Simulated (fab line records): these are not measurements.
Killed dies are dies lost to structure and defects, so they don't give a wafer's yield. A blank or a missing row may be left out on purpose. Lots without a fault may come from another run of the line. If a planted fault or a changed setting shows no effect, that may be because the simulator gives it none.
Split-lot trial    flow n5Finfet    21 wafers read across 7 lots, on a route 1938 steps long

## THE SPLIT ITSELF
At N5_BEOL_M13_SPUTTER_43 (material TaN, target thk 15 nm, time 24.19 s), the setting timeS was moved away from the recipe's 24.19 s on 5 of the 21 wafers read, by -10.0% to +12.1%. All remaining wafers had this setting at the recipe value.

## FROM THE SPLIT TO THE READING: what the file shows between them, 4 steps
- N5_BEOL_M13_SPUTTER_44: material Ta, target thk 10 nm, time 16.13 s
- N5_BEOL_M13_SPUTTER_45: material Cu, target thk 80 nm, time 13.33 s
- N5_BEOL_M13_ECD_47: material Cu, target thk 936 nm
- N5_BEOL_M13_ANNEAL_48: time 90 s

## THE READING
barrierFieldEndpointS, in s, at N5_BEOL_M13_CMP_49 (polishes, stops on SiOC, t overpolish 17.1 s, target thk 420 nm). A value of 30.5 s with a standard deviation of 0.69 s is what fault-free wafers of this fab line usually give.

wafer   tool, chamber at the split  timeS as run, s  against the recipe  barrierFieldEndpointS, s  against lot-mates on the recipe
L079.2  pvdSputter-02, -            24.19            recipe              29.9                      -
L079.1  pvdSputter-02, -            24.19            recipe              29.1                      -
L079.6  pvdSputter-02, -            24.19            recipe              29.4                      -
L080.2  pvdSputter-02, -            26.6             +10.0%              32.6                      +2.2
L080.3  pvdSputter-02, -            24.19            recipe              30.4                      -
L080.5  pvdSputter-02, -            24.19            recipe              30.4                      -
L082.2  pvdSputter-01, -            21.77            -10.0%              29.0                      no lot-mate on the recipe
L082.3  pvdSputter-01, -            21.77            -10.0%              29.9                      no lot-mate on the recipe
L082.5  pvdSputter-01, -            21.77            -10.0%              29.1                      no lot-mate on the recipe
L085.1  pvdSputter-03, -            24.19            recipe              30.8                      -
L085.2  pvdSputter-03, -            24.19            recipe              30.5                      -
L085.5  pvdSputter-03, -            27.12            +12.1%              33.2                      +2.6
L093.2  pvdSputter-03, -            24.19            recipe              31.5                      -
L093.4  pvdSputter-03, -            24.19            recipe              30.4                      -
L093.5  pvdSputter-03, -            24.19            recipe              31.4                      -
L094.3  pvdSputter-01, -            24.19            recipe              30.5                      -
L094.1  pvdSputter-01, -            24.19            recipe              30.3                      -
L094.5  pvdSputter-01, -            24.19            recipe              31.0                      -
L097.3  pvdSputter-01, -            24.19            recipe              31.1                      -
L097.2  pvdSputter-01, -            24.19            recipe              30.4                      -
L097.6  pvdSputter-01, -            24.19            recipe              30.6                      -

FIT RESULTS
A straight line over all 21 wafers: barrierFieldEndpointS changes by +0.164 s for each +1% of timeS; r = +0.81; the points scatter about the line by 0.64 s.
The same after taking each lot's own level away (the mean of its wafers on the recipe; 18 wafers): +0.215 s for each +1%; r = +0.93; scatter 0.32 s.
On that fit, the largest move of timeS shifts the reading by 2.6 s.
Measured against the standard deviation above, the lots' own levels, which go from 29.47 to 31.10 s, span 2.4 times it.
In other words, the slope is changed by the lot-to-lot level; the two fits disagree.
Check: for one of the wafers moved furthest among these (+12.1%), held out of the fit, the line's prediction against its lot-mates is +2.67 s. It came out at +2.55 s against them.

## THESE WAFERS: OTHER SPLITS
Note: prior to the reading, these wafers also went through further splits. Each is held against what the fit with the lots' levels taken away leaves over:
other split on the same wafers  wafers away from the commonest value  r with barrierFieldEndpointS (lot level and that fit taken away)
N5_BEOL_M11_ETCH_62 biasW       5                                     +0.03
N5_BEOL_M11_COAT_22 spinRpm     6                                     -0.26
N5_BEOL_M12_COAT_22 spinRpm     9                                     -0.08
N5_BEOL_M12_ETCH_68 timeS       6                                     +0.16

## THE WHOLE CHAIN: every reading that the file lists as answering this split, in the file's order
step                    what it does                                                     reading                                                                            change (the file's fit)                r (the file's)
N5_BEOL_M13_SPUTTER_43  material TaN, target thk 15 nm, time 24.19 s                     TaN_of_BEOL_M13_SPUTTER_43.thkNm (the simulator's own value, which no gauge read)  +0.153 nm for each +1% of the setting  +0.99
N5_BEOL_M13_CMP_49      polishes, stops on SiOC, t overpolish 17.1 s, target thk 420 nm  barrierFieldEndpointS                                                              +0.214 s for each +1% of the setting   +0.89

## FILE'S OWN FIT
barrierFieldEndpointS changes by +0.214 s for each +1% of timeS, r = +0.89.
